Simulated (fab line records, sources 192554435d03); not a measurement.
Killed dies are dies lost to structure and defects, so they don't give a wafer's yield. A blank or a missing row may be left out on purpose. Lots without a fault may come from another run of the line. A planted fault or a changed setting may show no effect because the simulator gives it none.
fab line records | flow n5_finfet
record lots=10 wafers=27 last_day=17
route steps=1938 shown BEOL_M3@968 BEOL_M4@1111
lots that met no fault: from a run of the same line without faults
start_h: hours from the record's first day to the start of the lot's first wafer shown | wait_h: hours since the lot's step before | " the same as in the row above | L1.1+2: a row that stands for several wafers | - no value, or no start given | * or withheld: withheld | < > ~ a bound
route shown NAME@n: a module of which the file shows steps, and the number in the route of the first | usual: mean/standard deviation of fault-free wafers | same: alike in all rows | chamber/n: place in a boat | sites: the reading at each site | _std_site: their standard deviation | _edge_site: outer sites' mean less inner sites' | radius_mm: how far each site lies from the wafer's centre | mask NAME#n: copy n | behind: the tool/chamber that last shaped the wafer | hold: why the lot was held/for how many hours/how that ended | device: the transistor (n, p or np) that didn't switch | end of line: the same wafers' tests at the end of the route | a step without rows: its recipe alone | killed: dies lost to structure and defects at the first sort, not the wafer's yield | map: a wafer's dies, x killed, . not, _ none there
set.NAME: the setting as run; set.NAME@STEP: as run at that earlier step | model.NAME: the simulator's own value behind a step, which no gauge read
steps of the route over a sample of lots; a table a step, a row a wafer
services: from which hour (start_h, from the record's first day; less than 0 if before it) a tool's chamber was out of use, for how many hours, and why
## steps
# step N5_BEOL_M3_INSPECT_30
# recipe mode=adi inspect_instrument=brightfield
# usual raw_defect_count=420/92
# columns lot.wafer tool chamber start_h wait_h raw_defect_count
L198.2 defect_inspect-01 - 145.35 0.0 359
L198.3 " - " " 357
L198.4 " - " " 551
L202.1 defect_inspect-02 - 176.26 0.1 375
L202.5 " - " " 338
L202.6 " - " " 398
L207.1 defect_inspect-02 - 196.86 0.1 342
L207.3 " - " " 358
L207.5 " - " " 450
L206.1 defect_inspect-02 - 200.65 0.1 404
L206.3 " - " " 377
L206.5 " - " " 433
L209.1 defect_inspect-02 - 206.42 0.1 531
L209.4 " - " " 465
L209.5 " - " " 292
L213.4 defect_inspect-02 - 240.45 0.0 490
L213.6 " - " " 363
L214.3 defect_inspect-01 - 243.14 0.0 254
L214.6 " - " " 292
L218.1 defect_inspect-02 - 264.84 0.1 366
L218.4 " - " " 429
L220.1 defect_inspect-01 - 282.85 0.1 301
L220.2 " - " " 439
L220.3 " - " " 346
L221.1 defect_inspect-01 - 292.14 0.1 438
L221.2 " - " " 282
L221.6 " - " " 447
# step N5_BEOL_M3_ETCH_70
# recipe chemistry=N2/H2 target=SOC target_depth_a=800 overetch_a=160 mask_material=SiARC temp_c=40 time_s=120 ion_energy_ev=200 pressure_mtorr=30 source_w=840 bias_w=150 n2_flow_sccm=200 h2_flow_sccm=200
# usual bias_w=150.0/0.43 drypump_motor_current_A=5.7/0.53 oes_product_au=0.60/0.048 rf_vpp_V=523.4/1.7 run_length_s=143.4/0.5 showerhead_plenum_p_Torr=2.53/0.051 throttle_valve_pct=17.80/0.25
# columns lot.wafer tool chamber start_h wait_h bias_w drypump_motor_current_A oes_product_au rf_hours_counter_h rf_vpp_V run_length_s showerhead_plenum_p_Torr throttle_valve_pct
L198.2 rie_diel-05 2 152.15 0.0 150.7 5.9 0.63 89 525.1 142.4 2.55 17.42
L198.3 " 1 " " 149.5 5.7 0.57 152 526.1 143.3 2.62 17.53
L198.4 " 0 " " 150.1 5.8 0.55 216 523.7 143.6 2.51 17.90
L202.1 rie_diel-02 3 178.29 0.0 149.6 5.4 0.57 161 523.2 143.3 2.56 18.23
L202.5 " 1 " " 150.8 5.7 0.62 - 521.5 143.8 2.46 17.76
L202.6 " 0 " " 150.4 5.4 0.68 - 521.4 144.4 2.51 17.44
L207.1 rie_diel-02 2 198.98 0.0 150.1 6.4 0.55 169 524.2 142.7 2.52 17.86
L207.3 " 3 " " 149.6 5.4 0.57 168 524.8 143.1 2.56 18.23
L207.5 " 1 " " 150.1 5.7 0.61 - 522.0 143.9 2.45 17.80
L206.1 rie_diel-03 2 206.66 0.0 149.5 5.7 0.54 234 525.8 144.3 2.60 17.86
L206.3 " 3 " " 150.2 6.6 0.61 97 523.3 144.2 2.57 17.67
L206.5 " 0 " " 149.6 5.3 0.63 - 521.6 143.7 2.47 17.79
L209.1 rie_diel-02 2 214.60 0.0 149.9 6.4 0.55 173 525.1 143.4 2.52 17.87
L209.4 " 0 " " 149.9 5.4 0.66 58 524.0 144.4 2.50 17.45
L209.5 " 3 " " 150.8 5.4 0.56 - 523.3 143.2 2.56 18.23
L214.3 rie_diel-02 0 244.36 0.0 150.4 5.4 0.65 67 523.0 143.7 2.50 17.47
L214.6 " 0 " " 150.1 5.3 0.64 - 522.8 151.2 2.50 17.45
L213.4 rie_diel-02 2 247.56 0.0 149.9 6.5 0.54 183 522.8 142.8 2.51 17.89
L213.6 " 2 " " 150.5 6.5 0.53 - 522.0 149.7 2.51 17.87
L218.1 rie_diel-02 3 276.02 0.0 150.1 5.4 0.55 190 524.9 150.7 2.55 18.27
L218.4 " 1 " " 150.7 5.7 0.59 118 520.0 143.7 2.44 17.82
L220.1 rie_diel-03 3 289.24 0.0 150.1 6.6 0.59 122 523.0 143.6 2.55 17.71
L220.2 " 2 " " 150.3 5.7 0.74 1 524.5 143.8 2.60 17.39
L220.3 " 0 " " 149.6 5.3 0.62 112 522.3 143.3 2.46 17.84
L221.1 rie_diel-05 3 292.95 0.0 149.0 6.4 0.60 120 521.7 143.0 2.47 18.20
L221.2 " 1 " " 150.1 5.7 0.54 200 525.3 143.4 2.60 17.61
L221.6 " 3 " " 149.9 6.4 0.60 - 522.4 142.5 2.47 18.20
# step N5_BEOL_M3_VIA_ETCH_34
# recipe chemistry=C4F6/O2 target_depth_a=694 mask_material=SOC pressure_mtorr=15 ion_energy_ev=250 taper_deg=4 time_s=65.9 source_w=350 bias_w=170 Ar_flow_sccm=300 C4F6_flow_sccm=10 O2_flow_sccm=10
# usual bias_w=170.0/0.53 drypump_motor_current_A=5.7/0.53 oes_product_au=0.79/0.07 rf_vpp_V=673/13 run_length_s=89.3/0.48 showerhead_plenum_p_Torr=2.82/0.049 throttle_valve_pct=30.58/0.23
# columns lot.wafer tool chamber start_h wait_h bias_w drypump_motor_current_A oes_product_au rf_hours_counter_h rf_vpp_V run_length_s showerhead_plenum_p_Torr throttle_valve_pct
L198.2 rie_diel-05 2 152.25 0.0 170.0 5.9 0.83 89 645 88.2 2.86 30.30
L198.3 " 1 " " 170.0 5.6 0.75 152 649 89.0 2.93 30.37
L198.4 " 0 " " 169.6 5.8 0.71 216 682 89.3 2.81 30.64
L202.1 rie_diel-02 3 178.39 0.0 169.5 5.4 0.76 161 688 89.2 2.79 30.54
L202.5 " 1 " " 170.3 5.7 0.82 - 669 89.6 2.76 30.71
L202.6 " 0 " " 170.8 5.4 0.91 - 691 89.7 2.80 30.33
L207.1 rie_diel-02 2 199.08 0.0 170.3 6.4 0.71 169 667 89.1 2.83 30.69
L207.3 " 3 " " 170.3 5.4 0.74 168 685 89.2 2.79 30.54
L207.5 " 1 " " 170.1 5.7 0.81 - 670 89.6 2.76 30.72
L206.1 rie_diel-03 2 206.76 0.0 169.8 5.7 0.69 234 660 90.0 2.91 30.59
L206.3 " 3 " " 169.9 6.7 0.80 97 657 89.8 2.84 30.29
L206.5 " 0 " " 170.2 5.3 0.83 - 685 89.1 2.76 30.91
L209.1 rie_diel-02 2 214.70 0.0 170.3 6.5 0.71 173 669 88.7 2.83 30.70
L209.4 " 0 " " 169.9 5.4 0.88 58 689 89.7 2.79 30.36
L209.5 " 3 " " 169.8 5.4 0.74 - 685 89.4 2.79 30.54
L214.3 rie_diel-02 0 244.46 0.0 170.4 5.4 0.87 67 689 90.0 2.79 30.36
L214.6 " 0 " " 170.1 5.4 0.87 - 690 89.8 2.79 30.36
L213.4 rie_diel-02 2 247.66 0.0 169.9 6.4 0.70 183 669 88.6 2.82 30.69
L213.6 " 2 " " 169.2 6.4 0.70 - 665 88.6 2.83 30.72
L218.1 rie_diel-02 3 276.12 0.0 170.7 5.4 0.73 190 686 89.0 2.78 30.57
L218.4 " 1 " " 170.8 5.7 0.78 118 668 89.6 2.75 30.73
L220.1 rie_diel-03 3 289.34 0.0 169.4 6.6 0.78 122 657 89.6 2.82 30.31
L220.2 " 2 " " 170.9 5.7 0.96 1 661 89.8 2.90 30.28
L220.3 " 0 " " 170.3 5.3 0.80 112 685 89.5 2.75 30.93
L221.1 rie_diel-05 3 293.05 0.0 169.7 6.4 0.79 120 666 88.5 2.77 31.31
L221.2 " 1 " " 170.6 5.7 0.71 200 649 89.0 2.90 30.40
L221.6 " 3 " " 169.6 6.4 0.79 - 668 88.4 2.77 31.28
# step N5_BEOL_M3_STRIP_36
# recipe chemistry=N2/H2 power_w=450 temp_c=40 pressure_mtorr=20 rf_frequency_hz=6e+07 overash_fraction=0.3 bias_power_w=7 h2_frac=0.5 n2_flow_sccm=200 h2_flow_sccm=200
# usual drypump_motor_current_A=5.7/0.53 oes_product_au=0.79/0.064 rf_vpp_V=59.1/1.5 showerhead_plenum_p_Torr=2.52/0.051 throttle_valve_pct=23.6/0.32
# columns lot.wafer tool chamber start_h wait_h drypump_motor_current_A oes_product_au rf_hours_counter_h rf_vpp_V showerhead_plenum_p_Torr throttle_valve_pct
L198.2 rie_diel-05 2 152.31 0.0 5.9 0.82 89 60.5 2.55 23.1
L198.3 " 1 " " 5.6 0.75 152 57.0 2.62 23.2
L198.4 " 0 " " 5.9 0.71 216 56.9 2.51 23.7
L202.1 rie_diel-02 3 178.45 0.0 5.4 0.76 161 59.6 2.56 24.2
L202.5 " 1 " " 5.7 0.81 - 58.1 2.45 23.7
L202.6 " 0 " " 5.4 0.88 - 57.9 2.50 23.4
L207.1 rie_diel-02 2 199.14 0.0 6.4 0.72 169 60.0 2.51 23.5
L207.3 " 3 " " 5.4 0.75 168 60.1 2.56 24.2
L207.5 " 1 " " 5.7 0.80 - 60.5 2.45 23.8
L206.1 rie_diel-03 2 206.83 0.0 5.8 0.70 234 59.8 2.60 23.5
L206.3 " 3 " " 6.6 0.82 97 61.3 2.56 23.6
L206.5 " 0 " " 5.3 0.83 - 61.7 2.46 23.8
L209.1 rie_diel-02 2 214.76 0.0 6.4 0.71 173 60.4 2.51 23.5
L209.4 " 0 " " 5.3 0.86 58 60.7 2.50 23.4
L209.5 " 3 " " 5.4 0.75 - 57.5 2.55 24.2
L214.3 rie_diel-02 0 244.52 0.0 5.4 0.87 67 57.8 2.49 23.3
L214.6 " 0 " " 5.4 0.86 - 58.8 2.49 23.4
L213.4 rie_diel-02 2 247.72 0.0 6.5 0.71 183 60.4 2.51 23.5
L213.6 " 2 " " 6.4 0.71 - 57.1 2.51 23.6
L218.1 rie_diel-02 3 276.18 0.0 5.4 0.73 190 56.6 2.55 24.2
L218.4 " 1 " " 5.7 0.78 118 61.0 2.44 23.8
L220.1 rie_diel-03 3 289.40 0.0 6.6 0.79 122 59.5 2.55 23.6
L220.2 " 2 " " 5.7 0.98 1 61.2 2.59 23.2
L220.3 " 0 " " 5.3 0.80 112 58.7 2.46 23.8
L221.1 rie_diel-05 3 293.11 0.0 6.4 0.79 120 58.6 2.46 24.2
L221.2 " 1 " " 5.6 0.69 200 58.8 2.60 23.3
L221.6 " 3 " " 6.4 0.81 - 57.9 2.46 24.2
# step N5_BEOL_M4_RC_MEAS_101
# usual DIBL_N=36.0/2.2 DIBL_P=35.9/2.6 IOFF_N=0.16/0.038 IOFF_P=0.21/0.042 ION_N=675/15 ION_P=463/10 SS_N=71.5/0.62 SS_P=73.2/0.76 VT_N=250/4.1 VT_P=-251/3.6
# columns lot.wafer tool chamber start_h wait_h DIBL_N[mV/V] DIBL_P[mV/V] IOFF_N[nA/um] IOFF_P[nA/um] ION_N[uA/um] ION_P[uA/um] SS_N[mV/dec] SS_P[mV/dec] VT_N[mV] VT_P[mV]
L198.2 prober-01 0 164.69 0.2 35.0 34.6 0.13 0.20 672 464 71.2 72.7 250 -250
L198.3 " 0 " " 32.8 32.3 0.11 0.17 658 457 70.6 72.4 256 -251
L198.4 " 0 " " 33.8 32.1 0.12 0.16 665 461 71.6 72.1 254 -251
L202.1 prober-01 0 192.73 0.0 32.4 31.1 0.10 0.14 662 457 71.0 72.7 259 -258
L202.5 " 0 " " 32.1 31.3 0.10 0.14 648 454 70.5 72.4 260 -257
L202.6 " 0 " " 34.7 33.8 0.13 0.18 674 465 71.4 74.1 255 -251
L207.1 prober-02 0 215.85 0.0 37.8 37.3 0.16 0.19 675 459 71.2 73.3 252 -254
L207.3 " 0 " " 35.3 34.2 0.12 0.16 644 445 70.9 73.4 259 -256
L207.5 " 0 " " 35.8 33.6 0.13 0.15 653 446 71.9 72.5 256 -259
L206.1 prober-01 0 219.77 0.0 35.3 34.6 0.13 0.17 673 464 70.8 72.6 251 -255
L206.3 " 0 " " 37.6 36.8 0.16 0.20 662 450 71.5 74.0 252 -254
L206.5 " 0 " " 39.0 39.5 0.21 0.24 684 464 72.3 74.1 246 -252
L209.1 prober-01 0 230.50 0.0 38.5 36.9 0.16 0.26 684 475 71.2 73.7 248 -247
L209.4 " 0 " " 32.9 30.5 0.09 0.17 639 447 70.3 72.9 257 -250
L209.5 " 0 " " 37.7 36.0 0.16 0.25 674 474 71.4 73.6 248 -245
L214.3 prober-01 0 262.40 0.3 36.0 37.5 0.18 0.24 687 470 71.2 73.3 246 -246
L214.6 " 0 " " 34.2 34.9 0.15 0.19 694 480 71.1 72.6 249 -250
L213.4 prober-01 0 264.83 0.6 34.5 34.9 0.14 0.17 656 452 71.3 74.0 248 -256
L213.6 " 0 " " 33.3 32.4 0.10 0.15 632 438 71.4 73.3 254 -259
L218.1 prober-02 0 293.57 0.0 38.0 39.0 0.20 0.25 685 465 72.1 74.5 248 -251
L218.4 " 0 " " 34.1 34.3 0.13 0.18 664 458 71.3 73.1 253 -254
L220.1 prober-01 0 306.25 0.0 37.4 40.0 0.21 0.26 678 458 71.8 74.5 242 -250
L220.2 " 0 " " 33.0 33.5 0.14 0.17 679 467 71.5 72.5 249 -254
L220.3 " 0 " " 37.6 40.5 0.22 0.25 692 470 72.9 74.6 244 -249
L221.1 prober-02 0 306.35 0.0 36.0 37.0 0.18 0.25 684 464 71.0 73.4 245 -248
L221.2 " 0 " " 35.7 36.7 0.18 0.25 693 475 71.2 73.6 244 -245
L221.6 " 0 " " 35.6 37.8 0.19 0.28 700 491 71.5 74.2 245 -245
## services
# columns tool chamber start_h hours kind
rie_diel-05 3 129.67 16.7 repair
rie_diel-05 - 159.80 1.1 repair
rie_diel-03 2 189.48 14.7 repair
rie_diel-02 - 249.58 2.8 pm
rie_diel-03 2 261.75 - clean
rie_diel-03 2 261.75 - consumable_replace:focus_ring
rie_diel-03 2 261.75 24.2 scheduled_down
rie_diel-03 2 261.75 24.2 vent_cycle
rie_diel-05 0 269.66 - clean
rie_diel-05 0 269.66 - consumable_replace:focus_ring
rie_diel-05 0 269.66 24.8 scheduled_down
rie_diel-05 0 269.66 24.8 vent_cycle
## key
first_sign step=N5_BEOL_M3_ETCH_70 reading=run_length_s direction=up sigmas=14 usual=* struck=*
effect none on later readings
met_at N5_BEOL_M3_ETCH_70
struck_lots L213,L214,L218
struck_wafers L213.6,L214.6,L218.1
not_acting_at N5_BEOL_M3_INSPECT_30,N5_BEOL_M3_VIA_ETCH_34,N5_BEOL_M3_STRIP_36
onset_between 214.60 244.36
fault kind=process_parameter_drift tool=rie_diel-02 chamber=- onset_h=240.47 steps=N5_BEOL_M3_ETCH_70 channel=time_s offset=* shape=step end_h=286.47 scope=struck_wafers_only acts_in=* stated=*
